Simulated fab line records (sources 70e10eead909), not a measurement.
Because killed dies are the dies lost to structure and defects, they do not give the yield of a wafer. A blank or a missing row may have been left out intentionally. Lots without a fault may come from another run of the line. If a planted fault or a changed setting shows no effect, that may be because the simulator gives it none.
Chamber matching | flow nandHarc | NHARC_P_BONDPAD_STRIP_15 on rieDiel-02 has 4 sister chambers
The step strips in O2. 8 wafers are shown with their chamber, then 11 later ones without.

## WAFERS, EACH WITH ITS CHAMBER
wafer  | chamber | showerheadPlenumPTorr (Torr) | rfVppV (V)
L078.6 | 0       | 3.69                         | 59.9
L079.2 | 1       | 3.48                         | 57.3
L079.3 | 3       | 3.35                         | 57.4
L079.4 | 2       | 3.29                         | 57.3
L079.1 | 0       | 3.68                         | 57.9
L079.5 | 3       | 3.35                         | 58.0
L079.6 | 2       | 3.29                         | 57.6
L084.1 | 1       | 3.48                         | 58.2

## WAFERS WHOSE CHAMBER IS MISSING
wafer  | showerheadPlenumPTorr (Torr) | rfVppV (V)
L084.2 | 3.35                         | 58.7
L084.6 | 3.48                         | 57.3
L090.2 | 3.29                         | 57.3
L090.5 | 3.29                         | 56.0
L090.6 | 3.48                         | 58.9
L091.2 | 3.68                         | 58.9
L091.4 | 3.29                         | 57.6
L091.6 | 3.35                         | 57.3
L094.1 | 3.68                         | 57.5
L094.4 | 3.29                         | 58.1
L094.5 | 3.68                         | 58.4

## EACH ONE'S CHAMBER
wafer  | from the rows above | in truth
L084.2 | 3                   | 3
L084.6 | 1                   | 1
L090.2 | 2                   | 2
L090.5 | 2                   | 2
L090.6 | 1                   | 1
L091.2 | 0                   | 0
L091.4 | 2                   | 2
L091.6 | 3                   | 3
L094.1 | 0                   | 0
L094.4 | 2                   | 2
L094.5 | 0                   | 0
Placed correctly: 11 of 11. Not placeable from these rows: 0. Wrongly placed: 0.
How it was worked out, from the rows above alone: a wafer's distance from a chamber is the root of the sum, over the readings, of the square of ((its reading less the chamber's mean) divided by the reading's scatter). If the next closest chamber is less than 2 further off than the closest, the wafer can't be placed; otherwise it belongs to the closest. The mean given for a chamber averages the wafers shown for that chamber. The scatter: take each reading less its chamber's mean, square it, sum over the shown wafers, divide by the number of wafers less the number of chambers, and take the root.
